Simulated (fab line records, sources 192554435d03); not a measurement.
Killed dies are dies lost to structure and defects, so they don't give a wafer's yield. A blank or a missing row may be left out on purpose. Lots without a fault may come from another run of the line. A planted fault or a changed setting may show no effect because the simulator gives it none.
fab line records | flow n5_finfet
record lots=14 wafers=42 last_day=18
route steps=1938 shown MOL_CONTACT_COAG@613 BEOL_M0_SAQP@636 BEOL_M4@1111
lots that met no fault: from a run of the same line without faults
start_h: hours from the record's first day to the start of the lot's first wafer shown | wait_h: hours since the lot's step before | " the same as in the row above | L1.1+2: a row that stands for several wafers | - no value, or no start given | * or withheld: withheld | < > ~ a bound
route shown NAME@n: a module of which the file shows steps, and the number in the route of the first | usual: mean/standard deviation of fault-free wafers | same: alike in all rows | chamber/n: place in a boat | sites: the reading at each site | _std_site: their standard deviation | _edge_site: outer sites' mean less inner sites' | radius_mm: how far each site lies from the wafer's centre | mask NAME#n: copy n | behind: the tool/chamber that last shaped the wafer | hold: why the lot was held/for how many hours/how that ended | device: the transistor (n, p or np) that didn't switch | end of line: the same wafers' tests at the end of the route | a step without rows: its recipe alone | killed: dies lost to structure and defects at the first sort, not the wafer's yield | map: a wafer's dies, x killed, . not, _ none there
set.NAME: the setting as run; set.NAME@STEP: as run at that earlier step | model.NAME: the simulator's own value behind a step, which no gauge read
steps of the route over a sample of lots; a table a step, a row a wafer
services: from which hour (start_h, from the record's first day; less than 0 if before it) a tool's chamber was out of use, for how many hours, and why
## steps
# step N5_MOL_CONTACT_COAG_ETCHBACK_136
# recipe chemistry=CHF3 target=SiO2 target_depth_a=250 time_s=16.7 ion_energy_ev=200 pressure_mtorr=30 source_w=610 bias_w=170 Ar_flow_sccm=200 CHF3_flow_sccm=50
# usual drypump_motor_current_A=5.7/0.44 oes_product_au=0.78/0.09 rf_fwd_power_W=598/3.7 rf_vpp_V=524/3.7 showerhead_plenum_p_Torr=2.38/0.1 throttle_valve_pct=18.81/0.19
# columns lot.wafer tool chamber start_h wait_h drypump_motor_current_A oes_product_au rf_fwd_power_W rf_hours_counter_h rf_vpp_V showerhead_plenum_p_Torr throttle_valve_pct
L470.3 rie_diel-06 3 102.64 0.0 6.3 0.97 592 7 530 2.35 18.50
L470.4 " 0 " " 5.7 0.87 593 43 527 2.52 18.63
L470.6 " 1 " " 6.3 0.70 602 - 518 2.26 19.15
L472.1 rie_diel-01 3 115.06 0.0 5.6 0.66 601 246 526 2.45 19.05
L472.4 " 1 " " 5.3 0.80 597 104 519 2.31 18.87
L472.6 " 1 " " 5.3 0.80 597 - 519 2.31 18.87
L473.1 rie_diel-01 1 119.94 0.0 5.3 0.81 598 106 518 2.30 18.88
L473.3 " 3 " " 5.6 0.66 604 247 523 2.45 19.06
L473.4 " 0 " " 5.0 0.71 601 204 521 2.26 18.72
L475.1 rie_diel-06 2 131.27 0.0 5.9 0.70 595 193 524 2.37 18.92
L475.5 " 2 " " 5.9 0.70 593 - 524 2.37 18.94
L475.6 " 3 " " 6.3 0.93 592 - 529 2.34 18.53
L477.2 rie_diel-06 2 143.53 0.0 5.9 0.70 597 197 525 2.37 18.95
L477.3 " 0 " " 5.6 0.85 593 57 525 2.52 18.64
L477.4 " 1 " " 6.3 0.69 600 247 516 2.25 19.16
L478.4 rie_diel-06 3 150.66 0.0 6.3 0.92 593 23 530 2.34 18.55
L478.5 " 1 " " 6.4 0.68 597 - 518 2.25 19.17
L478.6 " 0 " " 5.6 0.83 596 - 525 2.52 18.64
L479.2 rie_diel-06 2 154.42 0.0 5.9 0.70 600 200 524 2.37 18.95
L479.5 " 2 " " 5.9 0.69 594 - 524 2.37 18.96
L479.6 " 3 " " 6.3 0.91 596 - 529 2.34 18.54
L480.3 rie_diel-06 3 160.81 0.0 6.3 0.90 594 27 530 2.34 18.51
L480.5 " 2 " " 5.9 0.69 596 - 524 2.37 18.95
L480.6 " 0 " " 5.6 0.83 593 - 525 2.51 18.66
L481.2 rie_diel-06 1 169.69 0.0 6.3 0.99 600 0 526 2.54 18.77
L481.3 " 2 " " 5.9 0.69 593 206 525 2.37 18.94
L481.6 " 0 " " 5.6 0.83 595 - 526 2.51 18.65
L482.4 rie_diel-06 2 172.37 0.0 5.9 0.69 594 207 524 2.37 18.95
L482.5 " 2 " " 5.9 0.70 596 - 523 2.37 18.94
L482.6 " 1 " " 6.3 0.99 600 - 526 2.54 18.79
L484.1 rie_diel-02 1 183.11 0.0 5.4 0.81 595 95 524 2.50 18.96
L484.2 " 3 " " 5.7 0.73 598 197 521 2.36 18.51
L484.4 " 3 " " 5.7 0.74 600 - 523 2.36 18.52
L485.1 rie_diel-01 3 194.24 0.0 5.6 0.92 606 11 524 2.44 18.67
L485.4 " 0 " " 5.0 0.69 602 - 523 2.25 18.78
L485.6 " 3 " " 5.6 0.91 602 - 523 2.44 18.66
L486.1 rie_diel-02 3 198.26 0.0 5.7 0.74 599 201 523 2.36 18.52
L486.3 " 1 " " 5.4 0.80 592 99 525 2.50 18.97
L486.6 " 1 " " 5.4 0.81 592 - 524 2.50 18.97
L493.1 rie_diel-06 0 238.89 0.0 5.6 0.80 593 94 527 2.50 18.69
L493.2 " 2 " " 5.9 0.67 597 230 522 2.36 18.98
L493.5 " 2 " " 5.9 0.67 595 - 524 2.36 19.00
# step N5_MOL_CONTACT_COAG_ETCH_48
# recipe chemistry=C4F6/O2 target_depth_a=150 overetch_a=45 mask_material=SOC target=SiOC bias_w=465 pressure_mtorr=10 time_s=17 source_w=335 Ar_flow_sccm=300 C4F6_flow_sccm=10 O2_flow_sccm=10 ion_energy_ev=576
# usual drypump_motor_current_A=5.7/0.44 oes_product_au=0.66/0.082 rf_fwd_power_W=332.0/1.3 rf_vpp_V=1588/11 showerhead_plenum_p_Torr=2.84/0.12 throttle_valve_pct=40.71/0.24
# columns lot.wafer tool chamber start_h wait_h drypump_motor_current_A oes_product_au rf_fwd_power_W rf_hours_counter_h rf_vpp_V showerhead_plenum_p_Torr throttle_valve_pct
L470.3 rie_diel-06 3 102.74 0.0 6.3 0.78 329.6 7 1605 2.80 40.54
L470.4 " 0 " " 5.6 0.67 331.2 43 1596 3.01 40.47
L470.6 " 1 " " 6.3 0.54 332.3 - 1567 2.69 40.75
L472.1 rie_diel-01 3 115.16 0.0 5.6 0.55 333.2 246 1589 2.92 40.97
L472.4 " 1 " " 5.3 0.70 333.6 104 1573 2.75 40.76
L472.6 " 1 " " 5.3 0.68 332.6 - 1573 2.75 40.74
L473.1 rie_diel-01 1 120.04 0.0 5.3 0.67 333.4 106 1572 2.75 40.74
L473.3 " 3 " " 5.6 0.58 331.9 247 1588 2.92 40.99
L473.4 " 0 " " 5.0 0.59 333.4 205 1581 2.70 40.48
L475.1 rie_diel-06 2 131.37 0.0 5.9 0.56 334.9 193 1589 2.83 40.94
L475.5 " 2 " " 5.9 0.57 333.2 - 1590 2.83 40.96
L475.6 " 3 " " 6.3 0.77 330.1 - 1604 2.79 40.54
L477.2 rie_diel-06 2 143.63 0.0 5.9 0.55 332.4 197 1590 2.83 40.97
L477.3 " 0 " " 5.6 0.74 330.1 57 1597 3.00 40.53
L477.4 " 1 " " 6.4 0.58 333.1 247 1566 2.69 40.77
L478.4 rie_diel-06 3 150.77 0.0 6.3 0.77 331.0 23 1604 2.79 40.57
L478.5 " 1 " " 6.3 0.62 333.2 - 1567 2.69 40.78
L478.6 " 0 " " 5.6 0.69 330.7 - 1596 3.00 40.51
L479.2 rie_diel-06 2 154.52 0.0 5.9 0.59 330.0 200 1588 2.83 40.97
L479.5 " 2 " " 5.9 0.56 331.7 - 1589 2.83 40.97
L479.6 " 3 " " 6.3 0.77 330.5 - 1602 2.79 40.56
L480.3 rie_diel-06 3 160.91 0.0 6.3 0.75 331.6 27 1603 2.79 40.56
L480.5 " 2 " " 5.9 0.55 332.3 - 1590 2.83 40.97
L480.6 " 0 " " 5.6 0.72 329.2 - 1596 3.00 40.54
L481.2 rie_diel-06 1 169.79 0.0 6.3 0.85 333.1 0 1591 3.02 40.85
L481.3 " 2 " " 5.9 0.62 332.2 206 1589 2.83 41.01
L481.6 " 0 " " 5.6 0.72 332.0 - 1596 3.00 40.54
L482.4 rie_diel-06 2 172.47 0.0 6.0 0.61 330.0 207 1587 2.83 41.00
L482.5 " 2 " " 5.9 0.58 330.2 - 1588 2.83 40.99
L482.6 " 1 " " 6.3 0.85 332.8 - 1592 3.02 40.85
L484.1 rie_diel-02 1 183.26 0.0 5.4 0.64 331.2 95 1591 2.98 40.78
L484.2 " 3 " " 5.7 0.63 332.2 197 1584 2.82 40.22
L484.4 " 3 " " 5.7 0.59 331.6 - 1584 2.82 40.22
L485.1 rie_diel-01 3 194.34 0.0 5.6 0.78 334.1 11 1588 2.91 40.73
L485.4 " 0 " " 5.0 0.59 332.4 - 1579 2.68 40.51
L485.6 " 3 " " 5.6 0.75 333.4 - 1587 2.91 40.70
L486.1 rie_diel-02 3 198.36 0.0 5.7 0.65 331.9 202 1583 2.81 40.25
L486.3 " 1 " " 5.4 0.70 330.6 99 1591 2.98 40.79
L486.6 " 1 " " 5.4 0.67 331.6 - 1592 2.98 40.78
L493.1 rie_diel-06 0 238.99 0.0 5.6 0.69 330.4 94 1594 2.99 40.56
L493.2 " 2 " " 5.9 0.58 332.9 230 1588 2.82 41.00
L493.5 " 2 " " 5.9 0.58 332.9 - 1587 2.82 41.01
# step N5_MOL_CONTACT_COAG_STRIP_72
# recipe chemistry=N2/H2 power_w=450 temp_c=40 pressure_mtorr=20 rf_frequency_hz=6e+07 overash_fraction=3 bias_power_w=7 h2_frac=0.5 n2_flow_sccm=200 h2_flow_sccm=200
# usual drypump_motor_current_A=5.7/0.44 oes_product_au=0.78/0.092 rf_vpp_V=59.4/2 showerhead_plenum_p_Torr=2.54/0.11 throttle_valve_pct=23.76/0.23
# columns lot.wafer tool chamber start_h wait_h drypump_motor_current_A oes_product_au rf_hours_counter_h rf_vpp_V showerhead_plenum_p_Torr throttle_valve_pct
L470.3 rie_diel-06 3 102.80 0.0 6.3 0.96 7 59.1 2.49 23.32
L470.4 " 0 " " 5.6 0.88 43 61.5 2.69 23.52
L470.6 " 1 " " 6.3 0.69 - 62.3 2.40 24.09
L472.1 rie_diel-01 3 115.21 0.0 5.6 0.68 246 61.8 2.60 23.96
L472.4 " 1 " " 5.3 0.82 104 58.7 2.46 23.92
L472.6 " 1 " " 5.3 0.81 - 59.3 2.46 23.91
L473.1 rie_diel-01 1 120.09 0.0 5.3 0.81 106 58.0 2.46 23.90
L473.3 " 3 " " 5.6 0.67 247 61.0 2.60 23.93
L473.4 " 0 " " 5.0 0.71 205 59.1 2.42 23.67
L475.1 rie_diel-06 2 131.42 0.0 5.9 0.69 193 59.6 2.53 23.93
L475.5 " 2 " " 5.9 0.70 - 58.7 2.53 23.99
L475.6 " 3 " " 6.3 0.95 - 60.0 2.49 23.42
L477.2 rie_diel-06 2 143.68 0.0 5.9 0.70 197 59.0 2.53 23.96
L477.3 " 0 " " 5.6 0.84 57 63.2 2.68 23.49
L477.4 " 1 " " 6.4 0.70 247 61.5 2.39 24.09
L478.4 rie_diel-06 3 150.82 0.0 6.3 0.94 23 60.4 2.48 23.38
L478.5 " 1 " " 6.3 0.68 - 55.6 2.39 24.09
L478.6 " 0 " " 5.6 0.83 - 57.8 2.68 23.54
L479.2 rie_diel-06 2 154.58 0.0 6.0 0.68 200 58.1 2.53 23.99
L479.5 " 2 " " 5.9 0.71 - 55.5 2.53 23.97
L479.6 " 3 " " 6.4 0.94 - 60.2 2.48 23.38
L480.3 rie_diel-06 3 160.97 0.0 6.3 0.91 27 58.0 2.48 23.38
L480.5 " 2 " " 5.9 0.68 - 58.0 2.53 23.98
L480.6 " 0 " " 5.6 0.84 - 60.7 2.68 23.53
L481.2 rie_diel-06 1 169.84 0.0 6.3 1.00 0 59.0 2.71 23.84
L481.3 " 2 " " 5.9 0.70 206 62.1 2.52 23.99
L481.6 " 0 " " 5.6 0.83 - 58.5 2.68 23.51
L482.4 rie_diel-06 2 172.53 0.0 5.9 0.69 207 57.4 2.52 23.99
L482.5 " 2 " " 5.9 0.70 - 64.4 2.52 23.99
L482.6 " 1 " " 6.3 0.99 - 61.4 2.71 23.85
L484.1 rie_diel-02 1 183.34 0.1 5.4 0.80 95 59.1 2.68 23.99
L484.2 " 3 " " 5.8 0.74 197 56.5 2.52 23.46
L484.4 " 3 " " 5.8 0.74 - 61.3 2.52 23.48
L485.1 rie_diel-01 3 194.39 0.0 5.6 0.92 11 61.4 2.60 23.61
L485.4 " 0 " " 5.0 0.69 - 58.5 2.41 23.71
L485.6 " 3 " " 5.6 0.93 - 59.3 2.60 23.62
L486.1 rie_diel-02 3 198.42 0.0 5.7 0.74 202 60.5 2.52 23.46
L486.3 " 1 " " 5.4 0.80 99 59.9 2.68 23.97
L486.6 " 1 " " 5.4 0.80 - 62.0 2.68 23.96
L493.1 rie_diel-06 0 239.04 0.0 5.6 0.79 94 59.3 2.67 23.57
L493.2 " 2 " " 5.9 0.67 230 56.6 2.51 24.00
L493.5 " 2 " " 5.9 0.67 - 60.9 2.51 24.00
# step N5_BEOL_M0_SAQP_PECVD_96
# recipe material=a-Si target_thk_a=450 temp_c=350 precursor=SiH4/He pressure_torr=3 rf_w=100 time_s=45.2
# usual chamber_pressure_Torr=3.000/0.0077 heater_power_outer_w=367/45 heater_power_w=627/68 rf_fwd_power_W=99.0/0.41 showerhead_plenum_p_Torr=5.63/0.059 throttle_valve_pct=18.0/0.62
# columns lot.wafer tool chamber start_h wait_h chamber_pressure_Torr heater_power_outer_w heater_power_w rf_fwd_power_W showerhead_plenum_p_Torr throttle_valve_pct
L470.3 pecvd-03 0 108.96 0.0 3.013 322 534 99.2 5.68 18.8
L470.4 " 2 " " 3.000 383 648 99.3 5.67 17.8
L470.6 " 0 " " 2.995 321 535 99.3 5.68 18.7
L472.1 pecvd-03 0 121.85 0.0 3.003 323 543 99.6 5.68 18.6
L472.4 " 2 " " 2.982 353 595 99.4 5.67 18.1
L472.6 " 2 " " 2.998 358 610 99.1 5.67 17.6
L473.1 pecvd-03 1 124.73 0.0 3.011 467 753 99.4 5.64 17.6
L473.3 " 2 " " 3.005 342 603 98.9 5.65 17.8
L473.4 " 2 " " 3.008 348 586 99.1 5.69 17.9
L475.1 pecvd-03 2 136.73 0.0 3.000 333 579 99.1 5.69 17.9
L475.5 " 0 " " 2.990 354 602 99.0 5.68 18.9
L475.6 " 2 " " 3.005 341 587 99.2 5.68 17.7
L477.2 pecvd-01 0 154.61 0.0 3.001 390 633 99.5 5.54 18.3
L477.3 " 1 " " 3.003 296 557 98.4 5.59 17.8
L477.4 " 2 " " 2.988 361 627 99.4 5.62 18.5
L478.4 pecvd-01 2 157.71 0.0 2.998 317 576 99.6 5.61 18.5
L478.5 " 0 " " 3.010 313 537 99.0 5.52 18.5
L478.6 " 1 " " 3.000 354 619 98.8 5.58 17.9
L479.2 pecvd-03 1 162.88 0.0 3.002 484 767 98.3 5.63 17.7
L479.5 " 2 " " 2.994 350 589 98.8 5.66 17.8
L479.6 " 0 " " 3.007 344 552 99.2 5.69 18.4
L480.3 pecvd-03 1 166.83 0.0 3.000 442 766 97.7 5.62 17.8
L480.5 " 2 " " 3.005 392 637 99.5 5.68 17.8
L480.6 " 0 " " 2.999 361 600 99.6 5.67 18.6
L481.2 pecvd-01 0 175.51 0.0 2.994 391 637 99.5 5.52 18.4
L481.3 " 1 " " 2.999 331 608 99.0 5.60 17.8
L481.6 " 1 " " 3.007 343 605 98.5 5.59 17.8
L482.4 pecvd-01 0 179.52 0.0 3.008 362 603 99.7 5.52 18.5
L482.5 " 2 " " 3.003 339 592 99.6 5.62 18.4
L482.6 " 1 " " 2.983 352 625 98.2 5.58 18.0
L484.1 pecvd-03 0 190.44 0.0 3.010 303 513 99.0 5.69 18.9
L484.2 " 1 " " 3.002 443 716 98.5 5.63 17.9
L484.4 " 1 " " 3.010 434 724 98.6 5.64 17.6
L485.1 pecvd-03 2 199.76 0.0 - - - - - -
L485.4 " 0 " " - - - - - -
L485.6 " 2 " " - - - - - -
L486.1 pecvd-01 1 204.40 0.0 - - - - - -
L486.3 " 0 " " - - - - - -
L486.6 " 0 " " - - - - - -
L493.1 pecvd-01 0 245.66 0.0 3.005 385 627 99.3 5.52 18.4
L493.2 " 1 " " 3.004 333 607 98.6 5.61 18.0
L493.5 " 1 " " 2.996 342 600 98.9 5.59 17.8
# step N5_BEOL_M0_SAQP_MANDREL_ETCH_103
# recipe chemistry=HBr/Cl2 target=a-Si target_depth_a=450 bt_time_s=10 stop_on=SiCN mask_material=SiO2 over_etch_frac=0.8 time_s=27 pressure_mtorr=10 icp_w=800 bias_w=75 HBr_flow_sccm=150 Cl2_flow_sccm=80 ends=end_point
# usual HBr_flow_sccm=150.0/0.47 drypump_motor_current_A=5.79/0.26 oes_product_au=0.684/0.014 rf_fwd_power_W=794.9/2.9 throttle_valve_pct=35.5/0.3
# columns lot.wafer tool chamber start_h wait_h HBr_flow_sccm drypump_motor_current_A oes_product_au rf_fwd_power_W rf_hours_counter_h throttle_valve_pct
L470.3 rie_si-01 3 111.53 0.0 151.3 6.20 0.691 797.4 137 35.3
L470.4 " 2 " " 150.1 5.43 0.706 793.9 70 35.8
L470.6 " 0 " " 149.3 5.58 0.699 797.8 - 35.4
L472.1 rie_si-01 0 124.57 0.0 150.3 5.55 0.690 795.3 19 35.5
L472.4 " 2 " " 150.0 5.45 0.691 796.7 70 35.8
L472.6 " 2 " " 150.6 5.43 0.689 794.1 - 35.8
L473.1 rie_si-02 2 127.78 0.0 150.3 5.88 0.668 793.2 33 36.0
L473.3 " 1 " " 150.3 5.84 0.685 798.6 101 36.0
L473.4 " 0 " " 150.6 5.82 0.669 797.7 4 35.1
L475.1 rie_si-02 1 139.70 0.0 150.4 5.84 0.688 794.9 101 36.0
L475.5 " 1 " " 150.4 5.85 0.710 793.9 - 36.0
L475.6 " 0 " " 149.6 5.82 0.667 791.3 - 35.1
L477.2 rie_si-03 2 157.13 0.0 149.9 5.83 0.674 794.9 57 35.4
L477.3 " 1 " " 150.5 5.61 0.687 799.2 129 35.1
L477.4 " 3 " " 150.7 6.10 0.699 794.1 135 35.6
L478.4 rie_si-02 2 160.25 0.0 149.7 5.87 0.666 794.8 33 35.9
L478.5 " 3 " " 149.9 6.24 0.681 793.6 - 35.9
L478.6 " 2 " " 149.5 5.89 0.669 793.0 - 35.9
L479.2 rie_si-01 0 167.38 0.0 149.1 5.57 0.694 796.5 20 35.4
L479.5 " 2 " " 149.2 5.42 0.701 800.4 - 35.8
L479.6 " 1 " " 150.2 5.66 0.696 793.8 - 35.5
L480.3 rie_si-01 3 169.79 0.0 149.5 6.20 0.692 795.1 138 35.3
L480.5 " 3 " " 149.8 6.21 0.702 793.4 - 35.3
L480.6 " 0 " " 150.3 5.57 0.715 798.9 - 35.4
L481.2 rie_si-03 0 179.81 0.0 150.3 5.44 0.666 799.9 141 35.5
L481.3 " 3 " " 149.8 6.14 0.697 794.8 135 35.6
L481.6 " 2 " " 149.7 5.83 0.687 794.5 - 35.3
L482.4 rie_si-01 1 182.01 0.0 150.7 5.64 0.691 794.9 7 35.5
L482.5 " 3 " " 149.7 6.19 0.696 798.2 - 35.3
L482.6 " 0 " " 149.8 5.58 0.696 795.6 - 35.4
L484.1 rie_si-03 2 192.97 0.0 150.4 5.82 0.690 790.5 58 35.3
L484.2 " 1 " " 150.1 5.61 0.695 795.7 129 35.1
L484.4 " 3 " " 150.1 6.12 0.697 787.5 136 35.6
L485.1 rie_si-03 1 203.23 0.0 150.1 5.63 0.289 794.5 129 36.0
L485.4 " 2 " " 150.2 5.83 0.288 795.5 58 36.2
L485.6 " 2 " " 149.8 5.82 0.296 793.6 - 36.2
L486.1 rie_si-03 3 208.54 0.0 150.2 6.05 0.291 797.0 136 36.5
L486.3 " 0 " " 150.0 5.44 0.287 796.7 141 36.4
L486.6 " 1 " " 150.4 5.59 0.293 797.7 - 36.0
L493.1 rie_si-02 1 248.63 0.0 150.4 5.86 0.679 795.2 103 36.0
L493.2 " 0 " " 149.8 5.83 0.649 794.9 6 35.2
L493.5 " 1 " " 149.5 5.87 0.677 793.9 - 36.0
# step N5_BEOL_M0_SAQP_CD_MEAS_29
# recipe target_cd_nm=14.4 landing_energy_ev=1000 detector=se_inlens
# usual cd_nm=15.01/0.22
# same landing_energy_ev=1000
# columns lot.wafer tool chamber start_h wait_h cd_nm
L470.3 cd_sem-02 0 113.43 0.1 15.01
L470.4 " 0 " " 14.91
L470.6 " 0 " " 15.30
L472.1 cd_sem-02 0 126.31 0.1 15.18
L472.4 " 0 " " 15.42
L472.6 " 0 " " 15.09
L473.1 cd_sem-01 0 129.64 0.1 14.83
L473.3 " 0 " " 14.77
L473.4 " 0 " " 15.06
L475.1 cd_sem-03 0 141.27 0.1 15.15
L475.5 " 0 " " 15.13
L475.6 " 0 " " 14.90
L477.2 cd_sem-02 0 158.71 0.1 14.55
L477.3 " 0 " " 15.00
L477.4 " 0 " " 15.36
L478.4 cd_sem-01 0 161.94 0.1 14.83
L478.5 " 0 " " 15.14
L478.6 " 0 " " 15.08
L479.2 cd_sem-02 0 169.29 0.1 14.99
L479.5 " 0 " " 14.85
L479.6 " 0 " " 15.67
L480.3 cd_sem-02 0 171.78 0.1 14.57
L480.5 " 0 " " 14.97
L480.6 " 0 " " 14.83
L481.2 cd_sem-03 0 181.57 0.1 14.98
L481.3 " 0 " " 15.13
L481.6 " 0 " " 15.23
L482.4 cd_sem-02 0 184.86 0.1 14.91
L482.5 " 0 " " 15.09
L482.6 " 0 " " 14.95
L484.1 cd_sem-03 0 195.29 0.1 15.00
L484.2 " 0 " " 15.25
L484.4 " 0 " " 15.38
L485.1 cd_sem-01 0 204.87 0.1 -
L485.4 " 0 " " -
L485.6 " 0 " " -
L486.1 cd_sem-03 0 212.24 0.1 -
L486.3 " 0 " " -
L486.6 " 0 " " -
L493.1 cd_sem-02 0 250.51 0.1 14.94
L493.2 " 0 " " 14.91
L493.5 " 0 " " 14.94
# step N5_BEOL_M4_RC_MEAS_101
# usual DIBL_N=36.4/1.5 DIBL_P=35.8/1.7 IOFF_N=0.154/0.022 IOFF_P=0.21/0.031 ION_N=672/8.8 ION_P=462/7.2 SS_N=71.5/0.53 SS_P=73.2/0.62 VT_N=250.4/2.5 VT_P=-250/3.5
# columns lot.wafer tool chamber start_h wait_h DIBL_N[mV/V] DIBL_P[mV/V] IOFF_N[nA/um] IOFF_P[nA/um] ION_N[uA/um] ION_P[uA/um] SS_N[mV/dec] SS_P[mV/dec] VT_N[mV] VT_P[mV]
L470.3 prober-02 0 167.78 0.3 34.1 33.9 0.133 0.19 656 460 71.0 72.6 250.9 -253
L470.4 " 0 " " 34.6 33.9 0.134 0.19 662 461 71.0 72.5 250.6 -251
L470.6 " 0 " " 33.9 33.5 0.132 0.19 662 458 71.2 71.9 251.0 -251
L472.1 prober-02 0 176.15 0.0 39.1 37.5 0.180 0.20 663 450 72.1 74.1 247.2 -253
L472.4 " 0 " " 37.0 35.0 0.145 0.17 666 451 71.4 73.2 251.9 -254
L472.6 " 0 " " 38.7 37.1 0.173 0.19 667 459 71.7 73.4 249.3 -253
L473.1 prober-02 0 186.91 0.0 37.5 37.0 0.171 0.19 671 453 71.6 73.5 251.9 -253
L473.3 " 0 " " 35.3 35.4 0.139 0.17 667 457 71.5 72.9 252.9 -256
L473.4 " 0 " " 36.6 36.1 0.158 0.17 682 453 71.3 73.1 249.6 -255
L475.1 prober-02 0 205.37 0.0 33.9 33.6 0.131 0.21 672 476 71.3 72.9 252.0 -247
L475.5 " 0 " " 34.0 33.7 0.127 0.20 672 470 71.7 72.5 253.0 -248
L475.6 " 0 " " 33.9 33.1 0.124 0.20 668 465 71.7 72.6 250.6 -248
L477.2 prober-02 0 223.73 0.2 36.9 35.8 0.173 0.23 685 470 71.2 73.4 246.9 -246
L477.3 " 0 " " 35.0 32.7 0.126 0.18 672 463 71.3 73.2 252.6 -253
L477.4 " 0 " " 33.3 30.2 0.109 0.15 667 459 70.4 71.5 251.0 -253
L480.3 prober-01 0 244.06 0.3 37.0 35.7 0.159 0.23 670 468 72.1 72.6 249.8 -246
L480.5 " 0 " " 35.6 34.9 0.139 0.21 667 463 71.1 72.8 251.1 -246
L480.6 " 0 " " 37.3 37.0 0.179 0.25 684 477 71.4 73.5 246.8 -245
L479.2 prober-01 0 246.43 0.2 37.1 36.8 0.153 0.19 664 449 71.8 73.2 253.2 -255
L479.5 " 0 " " 35.9 35.9 0.133 0.18 659 456 71.8 73.1 252.5 -252
L479.6 " 0 " " 34.3 34.1 0.112 0.16 663 458 71.4 72.6 255.3 -252
L478.4 prober-01 0 247.67 0.7 36.3 37.0 0.138 0.22 667 464 70.6 72.6 252.3 -249
L478.5 " 0 " " 36.8 37.3 0.147 0.22 666 465 71.3 73.3 250.6 -247
L478.6 " 0 " " 36.4 37.7 0.150 0.22 674 465 71.2 73.1 250.0 -245
L482.4 prober-02 0 252.37 0.5 36.7 36.6 0.148 0.18 672 453 72.1 73.4 252.0 -254
L482.5 " 0 " " 34.8 34.5 0.118 0.16 642 444 71.1 72.6 254.9 -255
L482.6 " 0 " " 37.6 37.8 0.172 0.20 685 465 71.5 74.0 248.0 -252
L481.2 prober-01 0 262.73 0.2 38.0 35.9 0.161 0.21 670 460 72.0 73.3 250.8 -250
L481.3 " 0 " " 37.0 35.4 0.153 0.20 677 460 70.9 72.7 248.7 -251
L481.6 " 0 " " 37.2 35.6 0.164 0.21 663 459 71.4 73.5 251.8 -250
L484.1 prober-01 0 267.48 0.0 34.0 32.8 0.113 0.14 661 452 70.9 72.7 255.3 -260
L484.2 " 0 " " 36.8 36.6 0.164 0.19 675 455 72.1 72.6 250.1 -254
L484.4 " 0 " " 38.0 38.7 0.192 0.22 672 452 72.7 73.5 247.2 -254
L493.1 prober-02 0 322.60 0.0 36.9 35.3 0.148 0.20 680 458 70.7 72.9 251.6 -250
L493.2 " 0 " " 37.7 36.1 0.170 0.21 679 459 72.0 73.4 249.5 -251
L493.5 " 0 " " 37.4 35.3 0.148 0.19 672 461 71.9 72.2 249.1 -251
## services
# columns tool chamber start_h hours kind
rie_diel-02 2 95.57 12.9 repair
pecvd-01 0 107.46 2.9 repair
pecvd-01 - 110.41 1.3 repair
pecvd-03 1 110.79 12.3 repair
rie_si-03 - 122.54 2.1 repair
rie_diel-01 3 126.25 - clean
rie_diel-01 3 126.25 - consumable_replace:focus_ring
rie_diel-01 3 126.25 31.0 scheduled_down
rie_diel-01 3 126.25 31.0 vent_cycle
rie_si-01 3 136.63 5.2 repair
rie_si-03 2 138.79 3.0 repair
rie_diel-06 1 152.17 - clean
rie_diel-06 1 152.17 - consumable_replace:focus_ring
rie_diel-06 1 152.17 - consumable_replace:showerhead
rie_diel-06 1 152.17 15.1 scheduled_down
rie_diel-06 1 152.17 15.1 vent_cycle
rie_diel-02 2 170.33 32.7 repair
rie_si-01 0 190.41 3.0 repair
rie_diel-01 1 192.44 4.1 repair
pecvd-01 - 197.48 6.0 pm
rie_diel-01 0 237.25 - clean
rie_diel-01 0 237.25 - consumable_replace:focus_ring
rie_diel-01 0 237.25 - consumable_replace:showerhead
rie_diel-06 0 243.05 2.5 repair
## key
first_sign step=N5_BEOL_M0_SAQP_PECVD_96 reading=tool_record direction=missing
effect step=N5_BEOL_M0_SAQP_MANDREL_ETCH_103 reading=oes_product_au direction=down sigmas=28 usual=0.684 struck=0.291
effect step=N5_BEOL_M0_SAQP_CD_MEAS_29 reading=cd_nm direction=missing
met_at N5_BEOL_M0_SAQP_PECVD_96
struck_lots L485,L486
later_rows_left_out L485.1,L485.4,L485.6,L486.1,L486.3,L486.6
sort_left_out L485.1,L485.4,L485.6,L486.1,L486.3,L486.6
not_acting_at N5_MOL_CONTACT_COAG_ETCHBACK_136,N5_MOL_CONTACT_COAG_ETCH_48,N5_MOL_CONTACT_COAG_STRIP_72
onset_between 190.44 199.76
fault kind=skipped_step_whole tool=pecvd-01,pecvd-03 chamber=- onset_h=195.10 steps=N5_BEOL_M0_SAQP_PECVD_96 scope=struck_lots_only
# sort_left_out: the simulated sort isn't trusted on such a fault, so these wafers' sort isn't shown, and their yield isn't known
# later_rows_left_out: the simulator's readings of these wafers behind a module that went badly wrong aren't trusted and aren't shown, but for the sort
